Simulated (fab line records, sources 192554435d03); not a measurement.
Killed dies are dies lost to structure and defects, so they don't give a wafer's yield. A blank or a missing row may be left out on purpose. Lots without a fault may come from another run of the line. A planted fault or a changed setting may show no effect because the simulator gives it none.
Split-lot experiment | flow n5_finfet | 7 lots, 21 wafers read, on a route of 1938 steps

THE SPLIT
At N5_BEOL_M14_SPUTTER_43 (material TaN, target thk 15 nm, time 24.19 s), the setting time_s was moved away from the recipe's 24.19 s on 9 of the 21 wafers read, by -11.4% to +14.9%. The other wafers ran this setting at the recipe's value.

The reading is taken at the split's own step.

THE READING
TaN_of_BEOL_M14_SPUTTER_43.thk_nm (the simulator's own value, which no gauge read), in nm, at N5_BEOL_M14_SPUTTER_43 (material TaN, target thk 15 nm, time 24.19 s). The file gives no usual value for it. The 12 wafers here that ran the recipe average 15.0 nm, standard deviation 0.18 nm.

wafer  | tool, chamber at the split | time_s as run, s | against the recipe | TaN_of_BEOL_M14_SPUTTER_43.thk_nm, nm | against lot-mates on the recipe
L075.1 | pvd_sputter-01, -          | 24.19            | recipe             | 14.8                                  | -
L075.3 | pvd_sputter-01, -          | 24.19            | recipe             | 14.8                                  | -
L075.5 | pvd_sputter-01, -          | 26.52            | +9.6%              | 16.2                                  | +1.4
L082.1 | pvd_sputter-02, -          | 24.19            | recipe             | 15.2                                  | -
L082.6 | pvd_sputter-02, -          | 24.19            | recipe             | 15.2                                  | -
L082.2 | pvd_sputter-02, -          | 24.19            | recipe             | 15                                    | -
L083.1 | pvd_sputter-02, -          | 21.43            | -11.4%             | 13.6                                  | -1.6
L083.3 | pvd_sputter-02, -          | 21.43            | -11.4%             | 13.6                                  | -1.6
L083.4 | pvd_sputter-02, -          | 24.19            | recipe             | 15.2                                  | -
L087.1 | pvd_sputter-02, -          | 24.19            | recipe             | 15.4                                  | -
L087.2 | pvd_sputter-02, -          | 24.19            | recipe             | 15.2                                  | -
L087.4 | pvd_sputter-02, -          | 22.72            | -6.1%              | 14.2                                  | -1.1
L093.3 | pvd_sputter-03, -          | 24.19            | recipe             | 14.8                                  | -
L093.5 | pvd_sputter-03, -          | 27.79            | +14.9%             | 17.4                                  | +2.6
L093.6 | pvd_sputter-03, -          | 27.79            | +14.9%             | 17.2                                  | +2.4
L095.2 | pvd_sputter-01, -          | 21.47            | -11.2%             | 13.2                                  | -1.8
L095.6 | pvd_sputter-01, -          | 21.47            | -11.2%             | 13.2                                  | -1.8
L095.4 | pvd_sputter-01, -          | 24.19            | recipe             | 15                                    | -
L096.1 | pvd_sputter-01, -          | 24.19            | recipe             | 15                                    | -
L096.6 | pvd_sputter-01, -          | 24.19            | recipe             | 15                                    | -
L096.3 | pvd_sputter-01, -          | 27.23            | +12.6%             | 16.6                                  | +1.6

THE FIT
A straight line over all 21 wafers: TaN_of_BEOL_M14_SPUTTER_43.thk_nm changes by +0.143 nm for each +1% of time_s; r = +0.99; the points scatter about the line by 0.2 nm.
The same after taking each lot's own level away (the mean of its wafers on the recipe; 21 wafers): +0.154 nm for each +1%; r = +0.99; scatter 0.14 nm.
On that fit, the largest move of time_s shifts the reading by 2.3 nm.
The lots' own levels span 14.80 to 15.30 nm, that is 2.7 times the standard deviation above.
So the lot-to-lot level changes the slope little: the two slopes agree.
Check: with one of the wafers moved furthest among these (+14.9%) left out of the fit, the line predicts +2.21 nm for it against its lot-mates. It came out at +2.6 nm against them.

OTHER SPLITS ON THESE WAFERS
These wafers also went through other splits before the reading. Each is held against what the fit with the lots' levels taken away leaves over:
other split on the same wafers    | wafers away from the commonest value | r with TaN_of_BEOL_M14_SPUTTER_43.thk_nm (lot level and that fit taken away)
N5_BEOL_M13_ILD_DEP_00 time_s     | 4                                    | +0.01
N5_BEOL_M13_PEB_26 peb_time_s     | 8                                    | +0.00
N5_BEOL_M13_TRENCH_ETCH_34 time_s | 7                                    | +0.09
N5_BEOL_M14_ETCH_68 time_s        | 9                                    | +0.37

THE FILE'S OWN FIT
TaN_of_BEOL_M14_SPUTTER_43.thk_nm changes by +0.151 nm for each +1% of time_s, r = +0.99.
